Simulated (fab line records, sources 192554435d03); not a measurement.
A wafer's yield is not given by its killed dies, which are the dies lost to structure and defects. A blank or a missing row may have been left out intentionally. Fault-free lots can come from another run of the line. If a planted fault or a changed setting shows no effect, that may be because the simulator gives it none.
Which tool is to blame? | flow n5Finfet | 11 lots (33 wafers sampled), 1 step of a 1938-step route

== WHAT THE GAUGES READ, wafer by wafer ==
N5_MOL_CONTACT_COAG_CD_MEAS_08: the cd target is 28 nm.
lot  | measured     | on       | cdNm (nm)
L275 | day 4 14:46  | cdSem-01 | 28.19 28.09 27.76
L276 | day 4 23:40  | cdSem-03 | 28.21 28.50 28.41
L277 | day 5 05:40  | cdSem-01 | 28.43 28.46 28.20
L278 | day 5 09:35  | cdSem-03 | 27.90 28.16 27.89
L284 | day 7 00:07  | cdSem-03 | 27.99 27.82 27.82
L287 | day 7 19:01  | cdSem-01 | 27.83 28.24 28.23
L292 | day 8 20:18  | cdSem-01 | 28.38 28.13 27.84
L293 | day 9 03:40  | cdSem-02 | 28.29 28.34 28.31
L295 | day 9 17:27  | cdSem-01 | 27.80 27.86 27.78
L296 | day 9 20:17  | cdSem-01 | 28.23 28.37 28.56
L297 | day 10 11:38 | cdSem-02 | 28.21 28.23 27.78

== WHAT TOOL EACH LOT RAN ON (gives the tool, then ch and the chambers of the sampled wafers, and finally the start) ==
No process step before these readings appears in the record.

== THE ANSWER, worked out from the rows above alone ==
Rule: usual is defined by the lots themselves. Put in order of their means at a reading, lots are off if they are a third of the lots or fewer, leave a main group of 4 or more, and stand apart from it by a gap of 3 or more times the standard deviation of the main group's means; of several such gaps the widest counts. If all means in a main group match to the digits the tables above print for the reading, that group is not used. A lot without any number at a reading at which 4 lots or more have one is off too. All remaining lots with rows at the step are treated as sound.
No lot is off at any reading shown: from this, nothing can be told.

== WHAT WAS PUT IN BY THE SIMULATOR ==
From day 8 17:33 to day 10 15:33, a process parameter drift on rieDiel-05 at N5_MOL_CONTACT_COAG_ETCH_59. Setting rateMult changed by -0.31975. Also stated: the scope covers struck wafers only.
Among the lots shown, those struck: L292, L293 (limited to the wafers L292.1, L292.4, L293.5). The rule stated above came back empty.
